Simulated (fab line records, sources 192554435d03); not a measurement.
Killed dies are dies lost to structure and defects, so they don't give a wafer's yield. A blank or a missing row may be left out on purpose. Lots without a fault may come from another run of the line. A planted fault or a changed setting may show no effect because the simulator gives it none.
fab line records | flow n5_finfet | part 1 of 2: steps 1 to 29 of 36
record lots=5 wafers=15 last_day=14
route steps=1938 shown BEOL_M14@1717
lots that met no fault: from a run of the same line without faults
start_h: hours from the record's first day to the start of the lot's first wafer shown | wait_h: hours since the lot's step before | " the same as in the row above | L1.1+2: a row that stands for several wafers | - no value, or no start given | * or withheld: withheld | < > ~ a bound
route shown NAME@n: a module of which the file shows steps, and the number in the route of the first | usual: mean/standard deviation of fault-free wafers | same: alike in all rows | chamber/n: place in a boat | sites: the reading at each site | _std_site: their standard deviation | _edge_site: outer sites' mean less inner sites' | radius_mm: how far each site lies from the wafer's centre | mask NAME#n: copy n | behind: the tool/chamber that last shaped the wafer | hold: why the lot was held/for how many hours/how that ended | device: the transistor (n, p or np) that didn't switch | end of line: the same wafers' tests at the end of the route | a step without rows: its recipe alone | killed: dies lost to structure and defects at the first sort, not the wafer's yield | map: a wafer's dies, x killed, . not, _ none there
set.NAME: the setting as run; set.NAME@STEP: as run at that earlier step | model.NAME: the simulator's own value behind a step, which no gauge read
lots at some steps of the route; a table a step, a row a wafer
services: from which hour (start_h, from the record's first day; less than 0 if before it) a tool's chamber was out of use, for how many hours, and why
## steps
# step N5_BEOL_M14_THK_MEAS_01
# recipe reads=SiO2_of_BEOL_M14_ILD_DEP_00
# usual M14_ILD_THK=1119/15
# columns lot.wafer tool chamber start_h wait_h M14_ILD_THK[nm]
L074.1 film_metro-02 - 247.07 0.1 1101
L074.5 " - " " 1122
L074.6 " - " " 1125
L079.3 film_metro-01 - 274.16 0.1 1116
L079.4 " - " " 1129
L079.5 " - " " 1150
L081.1 film_metro-01 - 293.76 0.1 1106
L081.3 " - " " 1108
L081.6 " - " " 1119
L080.3 film_metro-02 - 298.72 0.1 1111
L080.5 " - " " 1122
L080.6 " - " " 1118
L085.2 film_metro-01 - 310.02 0.1 1116
L085.4 " - " " 1128
L085.6 " - " " 1107
# step N5_BEOL_M14_COAT_58
# recipe resist=BARC temp_c=205 time_s=60 spin_rpm=1500 resist_thk_nm=89
# columns lot.wafer tool chamber start_h wait_h
L074.1+5+6 litho_track-04 0 247.10 0.0
L079.3+4+5 litho_track-04 0 274.19 0.0
L081.1+3+6 litho_track-01 0 293.80 0.0
L080.3+5+6 litho_track-01 0 298.75 0.0
L085.2+4+6 litho_track-01 0 310.05 0.0
# step N5_BEOL_M14_COAT_04
# recipe spin_rpm=1704 resist_thk_nm=800
# columns lot.wafer tool chamber start_h wait_h
L074.1+5+6 litho_track-04 0 - -
L079.3+4+5 litho_track-04 0 - -
L081.1+3+6 litho_track-01 0 - -
L080.3+5+6 litho_track-01 0 - -
L085.2+4+6 litho_track-01 0 - -
# step N5_BEOL_M14_EBR_06
# recipe solvent=PGMEA ebr_width_mm=1.5
# columns lot.wafer tool chamber start_h wait_h
L074.1+5+6 litho_track-04 0 - -
L079.3+4+5 litho_track-04 0 - -
L081.1+3+6 litho_track-01 0 - -
L080.3+5+6 litho_track-01 0 - -
L085.2+4+6 litho_track-01 0 - -
# step N5_BEOL_M14_SOFTBAKE_05
# recipe temp_c=130 time_s=60
# columns lot.wafer tool chamber start_h wait_h
L074.1+5+6 litho_track-04 0 - -
L079.3+4+5 litho_track-04 0 - -
L081.1+3+6 litho_track-01 0 - -
L080.3+5+6 litho_track-01 0 - -
L085.2+4+6 litho_track-01 0 - -
# step N5_BEOL_M14_EXPOSE_07
# recipe mask_id=V13 na=0.8 source_shape=annular sigma_inner=0.5 sigma_outer=0.8 polarization=unpolarized attpsm_phase_deg=180 dose_mj=57
# columns lot.wafer tool chamber start_h wait_h mask
L074.1+5+6 krf_scanner-01 0 247.33 - V13#0
L079.3+4+5 krf_scanner-02 0 274.30 - V13#0
L081.1+3+6 krf_scanner-02 0 293.90 - V13#0
L080.3+5+6 krf_scanner-02 0 298.87 - V13#0
L085.2+4+6 krf_scanner-02 0 310.16 - V13#0
# step N5_BEOL_M14_PEB_08
# recipe peb_temp_c=130 peb_time_s=90
# same peb_time_s=90
# columns lot.wafer tool chamber start_h wait_h
L074.1+5+6 litho_track-04 0 247.39 0.1
L079.3+4+5 litho_track-02 0 274.35 0.0
L081.1+3+6 litho_track-01 0 293.96 0.1
L080.3+5+6 litho_track-01 0 298.92 0.0
L085.2+4+6 litho_track-04 0 310.21 0.0
# step N5_BEOL_M14_DEVELOP_09
# recipe develop_time_s=45 rinse_liquid=diw dry=air_spin dev_temp_c=21
# usual developer_temp_C=21.00/0.11
# same develop_time_s=45
# columns lot.wafer tool chamber start_h wait_h developer_temp_C
L074.1 litho_track-04 0 - - 20.87
L074.5 " 0 " " 20.92
L074.6 " 0 " " 20.89
L079.3 litho_track-02 0 - - 20.92
L079.4 " 0 " " 21.01
L079.5 " 0 " " 21.06
L081.1 litho_track-01 0 - - 20.97
L081.3 " 0 " " 20.87
L081.6 " 0 " " 21.02
L080.3 litho_track-01 0 - - 20.98
L080.5 " 0 " " 21.19
L080.6 " 0 " " 21.18
L085.2 litho_track-04 0 - - 20.83
L085.4 " 0 " " 21.09
L085.6 " 0 " " 21.05
# step N5_BEOL_M14_HARDBAKE_14
# recipe temp_c=130 time_s=120
# columns lot.wafer tool chamber start_h wait_h
L074.1+5+6 litho_track-04 0 - -
L079.3+4+5 litho_track-02 0 - -
L081.1+3+6 litho_track-01 0 - -
L080.3+5+6 litho_track-01 0 - -
L085.2+4+6 litho_track-04 0 - -
# step N5_BEOL_M14_CD_MEAS_10
# recipe target_cd_nm=250 landing_energy_ev=500 detector=se_inlens polarity=opening
# usual cd_nm=250.2/1.6
# columns lot.wafer tool chamber start_h wait_h cd_nm
L074.1 cd_sem-03 0 247.50 - 246.6
L074.5 " 0 " " 251.8
L074.6 " 0 " " 249.1
L079.3 cd_sem-03 0 274.47 - 248.9
L079.4 " 0 " " 250.4
L079.5 " 0 " " 251.2
L081.1 cd_sem-03 0 294.07 - 249.9
L081.3 " 0 " " 250.0
L081.6 " 0 " " 250.1
L080.3 cd_sem-01 0 299.03 - 249.7
L080.5 " 0 " " 250.7
L080.6 " 0 " " 250.3
L085.2 cd_sem-03 0 310.33 - 248.4
L085.4 " 0 " " 251.8
L085.6 " 0 " " 247.9
# step N5_BEOL_M14_OVL_MEAS_11
# recipe points_per_wafer=44
# usual V13_OVL=0/4.9
# columns lot.wafer tool chamber start_h wait_h V13_OVL[nm]
L074.1 overlay-02 0 247.53 0.0 1
L074.5 " 0 " " 1
L074.6 " 0 " " 1
L079.3 overlay-02 0 274.49 0.0 -3
L079.4 " 0 " " 4
L079.5 " 0 " " -1
L081.1 overlay-01 0 294.10 0.0 1
L081.3 " 0 " " 4
L081.6 " 0 " " 2
L080.3 overlay-02 0 299.06 0.0 -3
L080.5 " 0 " " 2
L080.6 " 0 " " 1
L085.2 overlay-01 0 310.36 0.0 10
L085.4 " 0 " " -1
L085.6 " 0 " " 3
# step N5_BEOL_M14_INSPECT_12
# recipe mode=adi inspect_instrument=macro
# usual raw_defect_count=2.2/1.5
# columns lot.wafer tool chamber start_h wait_h raw_defect_count
L074.1 defect_inspect-01 - 247.55 0.0 2
L074.5 " - " " 0
L074.6 " - " " 4
L079.3 defect_inspect-02 - 274.52 0.0 4
L079.4 " - " " 3
L079.5 " - " " 2
L081.1 defect_inspect-02 - 294.13 0.0 0
L081.3 " - " " 4
L081.6 " - " " 4
L080.3 defect_inspect-02 - 299.09 0.0 1
L080.5 " - " " 3
L080.6 " - " " 4
L085.2 defect_inspect-01 - 310.38 0.0 2
L085.4 " - " " 4
L085.6 " - " " 4
# step N5_BEOL_M14_DESCUM_15
# recipe chemistry=O2 time_s=7.9 source_power_w=50 bias_power_w=20 pressure_mtorr=20 rf_frequency_hz=2.712e+07 temp_c=40 o2_flow_sccm=225
# usual drypump_motor_current_A=5.6/0.39 oes_product_au=0.79/0.08 rf_vpp_V=243.2/1.4 showerhead_plenum_p_Torr=2.10/0.066 throttle_valve_pct=20.33/0.2
# columns lot.wafer tool chamber start_h wait_h drypump_motor_current_A oes_product_au rf_hours_counter_h rf_vpp_V showerhead_plenum_p_Torr throttle_valve_pct
L074.1 rie_diel-04 1 247.66 0.1 5.4 0.86 29 244.2 2.05 20.03
L074.5 " 3 " " 5.0 0.85 - 245.4 2.22 20.25
L074.6 " 2 " " 5.7 0.71 - 245.1 2.16 20.61
L079.3 rie_diel-04 0 274.55 0.0 5.9 0.74 207 241.4 2.08 20.35
L079.4 " 3 " " 5.0 0.84 - 244.3 2.22 20.26
L079.5 " 0 " " 5.9 0.73 - 245.1 2.08 20.35
L081.1 rie_diel-05 2 294.16 0.0 5.8 0.68 235 242.5 2.14 20.00
L081.3 " 0 " " 5.6 0.82 89 245.0 2.20 20.35
L081.6 " 0 " " 5.6 0.82 - 244.3 2.20 20.34
L080.3 rie_diel-02 1 299.12 0.0 5.4 0.85 43 242.5 2.10 20.29
L080.5 " 3 " " 5.5 0.82 - 242.2 2.03 20.48
L080.6 " 2 " " 6.6 0.72 - 241.6 2.01 20.49
L085.2 rie_diel-04 0 310.44 0.1 5.9 0.74 217 242.9 2.07 20.37
L085.4 " 3 " " 5.0 0.83 83 245.4 2.21 20.27
L085.6 " 2 " " 5.7 0.70 - 243.3 2.15 20.64
# step N5_BEOL_M14_ETCH_59
# recipe chemistry=N2/H2 target=BARC target_depth_a=890 overetch_a=267 time_s=67.9 ion_energy_ev=200 pressure_mtorr=30 source_w=840 bias_w=150 n2_flow_sccm=200 h2_flow_sccm=200
# usual drypump_motor_current_A=5.6/0.39 n2_flow_sccm=200.1/0.53 oes_product_au=0.68/0.066 rf_vpp_V=524.0/2.4 showerhead_plenum_p_Torr=2.55/0.086 throttle_valve_pct=17.81/0.23
# columns lot.wafer tool chamber start_h wait_h drypump_motor_current_A n2_flow_sccm oes_product_au rf_hours_counter_h rf_vpp_V showerhead_plenum_p_Torr throttle_valve_pct
L074.1 rie_diel-04 1 247.69 0.0 5.4 201.2 0.75 29 523.2 2.51 17.61
L074.5 " 3 " " 5.0 200.1 0.74 - 527.5 2.69 17.72
L074.6 " 2 " " 5.7 200.6 0.61 - 525.9 2.62 18.18
L079.3 rie_diel-04 0 274.59 0.0 5.9 200.3 0.63 207 523.6 2.53 17.86
L079.4 " 3 " " 5.0 200.2 0.72 - 528.2 2.69 17.74
L079.5 " 0 " " 5.9 199.9 0.63 - 523.3 2.53 17.83
L081.1 rie_diel-05 2 294.19 0.0 5.8 200.4 0.59 235 525.0 2.61 17.49
L081.3 " 0 " " 5.6 199.5 0.70 89 526.9 2.69 17.92
L081.6 " 0 " " 5.5 199.4 0.70 - 528.4 2.69 17.91
L080.3 rie_diel-02 1 299.15 0.0 5.4 200.4 0.72 43 524.1 2.60 17.96
L080.5 " 3 " " 5.5 200.2 0.71 - 520.5 2.47 17.95
L080.6 " 2 " " 6.6 200.1 0.62 - 521.1 2.41 17.82
L085.2 rie_diel-04 0 310.47 0.0 5.9 199.7 0.62 217 523.8 2.52 17.87
L085.4 " 3 " " 5.0 199.9 0.72 83 529.1 2.68 17.75
L085.6 " 2 " " 5.7 200.1 0.60 - 525.7 2.62 18.22
# step N5_BEOL_M14_VIA_ETCH_16
# recipe chemistry=C4F8/O2/Ar target=SiO2 he_inner_torr=15 he_outer_torr=30 target_depth_a=12313 time_s=withheld ion_energy_ev=800 pressure_mtorr=20 source_w=1905 bias_w=2040 Ar_flow_sccm=400 C4F8_flow_sccm=16 O2_flow_sccm=12 ends=cleared
# usual drypump_motor_current_A=5.6/0.39 oes_product_au=0.72/0.073 rf_vpp_V=2217/34 showerhead_plenum_p_Torr=3.44/0.11 throttle_valve_pct=30.75/0.29
# columns lot.wafer tool chamber start_h wait_h drypump_motor_current_A oes_product_au rf_vpp_V showerhead_plenum_p_Torr throttle_valve_pct
L074.1 rie_diel-04 1 247.74 0.0 5.4 0.79 2191 3.36 30.39
L074.5 " 3 " " 5.0 0.79 2230 3.64 30.80
L074.6 " 2 " " 5.8 0.66 2172 3.56 31.27
L079.3 rie_diel-04 0 274.64 0.0 5.9 0.65 2221 3.40 30.64
L079.4 " 3 " " 5.0 0.77 2228 3.63 30.82
L079.5 " 0 " " 5.9 0.66 2222 3.40 30.63
L081.1 rie_diel-05 2 294.25 0.0 5.8 0.61 2197 3.52 30.36
L081.3 " 0 " " 5.6 0.74 2230 3.57 30.47
L081.6 " 0 " " 5.6 0.73 2231 3.57 30.48
L080.3 rie_diel-02 1 299.21 0.0 5.4 0.76 2267 3.50 31.05
L080.5 " 3 " " 5.5 0.75 2154 3.36 31.06
L080.6 " 2 " " 6.6 0.66 2227 3.28 30.75
L085.2 rie_diel-04 0 310.53 0.0 5.9 0.65 2222 3.40 30.63
L085.4 " 3 " " 5.0 0.76 2229 3.62 30.82
L085.6 " 2 " " 5.7 0.64 2168 3.55 31.29
# step N5_BEOL_M14_STRIP_63
# recipe chemistry=O2 power_w=600 temp_c=60 pressure_mtorr=30 rf_frequency_hz=6e+07 bias_power_w=0 overash_fraction=0.3 o2_flow_sccm=225
# usual drypump_motor_current_A=5.6/0.38 oes_product_au=0.79/0.08 rf_vpp_V=3.8/0.8 showerhead_plenum_p_Torr=2.10/0.066 throttle_valve_pct=16.58/0.2
# same overash_fraction=0.3
# columns lot.wafer tool chamber start_h wait_h drypump_motor_current_A oes_product_au rf_hours_counter_h rf_vpp_V showerhead_plenum_p_Torr throttle_valve_pct
L074.1 rie_diel-04 1 - - 5.4 0.87 29 2.4 2.05 16.23
L074.5 " 3 " " 5.0 0.85 - 3.4 2.22 16.43
L074.6 " 2 " " 5.7 0.72 - 4.2 2.16 16.85
L079.3 rie_diel-04 0 - - 5.9 0.76 207 2.9 2.08 16.65
L079.4 " 3 " " 5.0 0.85 - 3.6 2.22 16.47
L079.5 " 0 " " 5.9 0.72 - 4.4 2.08 16.67
L081.1 rie_diel-05 2 - - 5.8 0.67 235 3.6 2.14 16.35
L081.3 " 0 " " 5.6 0.81 89 4.0 2.21 16.61
L081.6 " 0 " " 5.6 0.80 - 3.7 2.21 16.60
L080.3 rie_diel-02 1 - - 5.4 0.86 43 4.8 2.10 16.54
L080.5 " 3 " " 5.5 0.83 - 4.5 2.04 16.76
L080.6 " 2 " " 6.6 0.74 - 5.0 2.01 16.76
L085.2 rie_diel-04 0 - - 5.9 0.74 217 3.2 2.08 16.67
L085.4 " 3 " " 5.0 0.83 83 2.7 2.22 16.47
L085.6 " 2 " " 5.7 0.69 - 4.3 2.16 16.88
# step N5_BEOL_M14_STRIP_64
# recipe chemistry=O2 power_w=600 temp_c=60 pressure_mtorr=30 rf_frequency_hz=6e+07 bias_power_w=0 overash_fraction=0.3 o2_flow_sccm=225
# usual drypump_motor_current_A=5.6/0.39 oes_product_au=0.80/0.079 rf_vpp_V=3.7/0.47 showerhead_plenum_p_Torr=2.10/0.066 throttle_valve_pct=16.58/0.2
# same overash_fraction=0.3
# columns lot.wafer tool chamber start_h wait_h drypump_motor_current_A oes_product_au rf_hours_counter_h rf_vpp_V showerhead_plenum_p_Torr throttle_valve_pct
L074.1 rie_diel-04 1 - - 5.4 0.88 29 3.5 2.05 16.22
L074.5 " 3 " " 5.0 0.87 - 4.8 2.23 16.43
L074.6 " 2 " " 5.7 0.72 - 3.1 2.16 16.87
L079.3 rie_diel-04 0 - - 5.9 0.74 207 4.3 2.08 16.67
L079.4 " 3 " " 5.0 0.84 - 3.1 2.22 16.46
L079.5 " 0 " " 5.9 0.75 - 4.8 2.08 16.65
L081.1 rie_diel-05 2 - - 5.8 0.67 235 3.4 2.14 16.36
L081.3 " 0 " " 5.6 0.82 89 3.7 2.21 16.60
L081.6 " 0 " " 5.6 0.82 - 3.7 2.21 16.61
L080.3 rie_diel-02 1 - - 5.4 0.85 43 2.6 2.11 16.54
L080.5 " 3 " " 5.5 0.82 - 4.1 2.04 16.72
L080.6 " 2 " " 6.6 0.72 - 3.4 2.01 16.73
L085.2 rie_diel-04 0 - - 5.9 0.73 217 4.7 2.08 16.68
L085.4 " 3 " " 5.0 0.83 83 3.7 2.22 16.48
L085.6 " 2 " " 5.7 0.70 - 3.9 2.16 16.89
# step N5_BEOL_M14_STRIP_71
# recipe chemistry=post_etch_residue_remover time_s=60 temp_c=25 remover_ph=withheld remover_water_wt_pct=withheld remover_fluoride_wt_pct=withheld
# columns lot.wafer tool chamber start_h wait_h
L074.1+5+6 wet_bench-03 0,3,4 248.03 -
L079.3+4+5 wet_bench-02 7,2,3 274.93 -
L081.1+3+6 wet_bench-03 2,3,5 294.54 -
L080.3+5+6 wet_bench-02 6,4,5 299.49 -
L085.2+4+6 wet_bench-03 6,1,5 310.82 -
# step N5_BEOL_M14_SRD_72
# recipe time_s=30 temp_c=23 rinse_liquid=diw dry=n2_spin spin_rpm=1500 dry_time_s=30
# same dry_time_s=30
# columns lot.wafer tool chamber start_h wait_h
L074.1+5+6 wet_bench-03 0,3,4 248.05 0.0
L079.3+4+5 wet_bench-02 7,2,3 274.95 0.0
L081.1+3+6 wet_bench-03 2,3,5 294.55 0.0
L080.3+5+6 wet_bench-02 6,4,5 299.52 0.0
L085.2+4+6 wet_bench-03 6,1,5 310.84 0.0
# step N5_BEOL_M14_CD_MEAS_17
# recipe target_cd_nm=250 polarity=opening
# usual cd_nm=251.1/2
# columns lot.wafer tool chamber start_h wait_h cd_nm
L074.1 cd_sem-02 - 248.09 0.0 247.6
L074.5 " - " " 254.2
L074.6 " - " " 250.5
L079.3 cd_sem-03 - 274.99 0.0 248.3
L079.4 " - " " 253.6
L079.5 " - " " 251.1
L081.1 cd_sem-01 - 294.59 0.0 250.2
L081.3 " - " " 252.2
L081.6 " - " " 252.3
L080.3 cd_sem-02 - 299.56 0.0 249.8
L080.5 " - " " 251.9
L080.6 " - " " 252.0
L085.2 cd_sem-03 - 310.89 0.0 248.5
L085.4 " - " " 253.1
L085.6 " - " " 249.5
# step N5_BEOL_M14_COAT_65
# recipe resist=SOC temp_c=250 time_s=60 spin_rpm=1500 resist_thk_nm=450
# columns lot.wafer tool chamber start_h wait_h
L074.1+5+6 litho_track-01 0 248.13 0.0
L079.3+4+5 litho_track-02 0 275.03 0.0
L081.1+3+6 litho_track-04 0 294.63 0.0
L080.3+5+6 litho_track-04 0 299.59 0.0
L085.2+4+6 litho_track-02 0 310.92 0.0
# step N5_BEOL_M14_COAT_66
# recipe resist=SiARC temp_c=220 time_s=60 spin_rpm=1500 resist_thk_nm=110
# columns lot.wafer tool chamber start_h wait_h
L074.1+5+6 litho_track-01 0 - -
L079.3+4+5 litho_track-02 0 - -
L081.1+3+6 litho_track-04 0 - -
L080.3+5+6 litho_track-04 0 - -
L085.2+4+6 litho_track-02 0 - -
# step N5_BEOL_M14_COAT_22
# recipe spin_rpm=2888 resist_thk_nm=300
# columns lot.wafer tool chamber start_h wait_h
L074.1+5+6 litho_track-01 0 - -
L079.3+4+5 litho_track-02 0 - -
L081.1+3+6 litho_track-04 0 - -
L080.3+5+6 litho_track-04 0 - -
L085.2+4+6 litho_track-02 0 - -
# step N5_BEOL_M14_EBR_24
# recipe solvent=PGMEA ebr_width_mm=1.5
# columns lot.wafer tool chamber start_h wait_h
L074.1+5+6 litho_track-01 0 - -
L079.3+4+5 litho_track-02 0 - -
L081.1+3+6 litho_track-04 0 - -
L080.3+5+6 litho_track-04 0 - -
L085.2+4+6 litho_track-02 0 - -
# step N5_BEOL_M14_SOFTBAKE_23
# recipe temp_c=130 time_s=60
# columns lot.wafer tool chamber start_h wait_h
L074.1+5+6 litho_track-01 0 - -
L079.3+4+5 litho_track-02 0 - -
L081.1+3+6 litho_track-04 0 - -
L080.3+5+6 litho_track-04 0 - -
L085.2+4+6 litho_track-02 0 - -
# step N5_BEOL_M14_EXPOSE_25
# recipe mask_id=M14 na=0.8 source_shape=annular sigma_inner=0.5 sigma_outer=0.8 polarization=unpolarized target_cd_nm=280 dose_mj=26.6
# columns lot.wafer tool chamber start_h wait_h mask
L074.1+5+6 krf_scanner-01 0 248.24 - M14#0
L079.3+4+5 krf_scanner-01 0 275.28 - M14#0
L081.1+3+6 krf_scanner-01 0 294.75 - M14#0
L080.3+5+6 krf_scanner-01 0 299.72 - M14#0
L085.2+4+6 krf_scanner-01 0 311.05 - M14#0
# step N5_BEOL_M14_PEB_26
# recipe peb_temp_c=130 peb_time_s=90
# same peb_time_s=90
# columns lot.wafer tool chamber start_h wait_h
L074.1+5+6 litho_track-01 0 248.30 0.1
L079.3+4+5 litho_track-04 0 275.33 0.0
L081.1+3+6 litho_track-04 0 294.81 0.1
L080.3+5+6 litho_track-04 0 299.77 0.0
L085.2+4+6 litho_track-01 0 311.10 0.0
# step N5_BEOL_M14_DEVELOP_27
# recipe develop_time_s=45 rinse_liquid=diw dry=air_spin dev_temp_c=21
# usual developer_temp_C=20.99/0.11
# same develop_time_s=45
# columns lot.wafer tool chamber start_h wait_h developer_temp_C
L074.1 litho_track-01 0 - - 20.95
L074.5 " 0 " " 20.93
L074.6 " 0 " " 20.85
L079.3 litho_track-04 0 - - 21.05
L079.4 " 0 " " 21.03
L079.5 " 0 " " 21.09
L081.1 litho_track-04 0 - - 20.86
L081.3 " 0 " " 21.01
L081.6 " 0 " " 20.91
L080.3 litho_track-04 0 - - 20.83
L080.5 " 0 " " 20.98
L080.6 " 0 " " 21.06
L085.2 litho_track-01 0 - - 20.98
L085.4 " 0 " " 20.95
L085.6 " 0 " " 21.01
# step N5_BEOL_M14_HARDBAKE_32
# recipe temp_c=130 time_s=120
# columns lot.wafer tool chamber start_h wait_h
L074.1+5+6 litho_track-01 0 - -
L079.3+4+5 litho_track-04 0 - -
L081.1+3+6 litho_track-04 0 - -
L080.3+5+6 litho_track-04 0 - -
L085.2+4+6 litho_track-01 0 - -
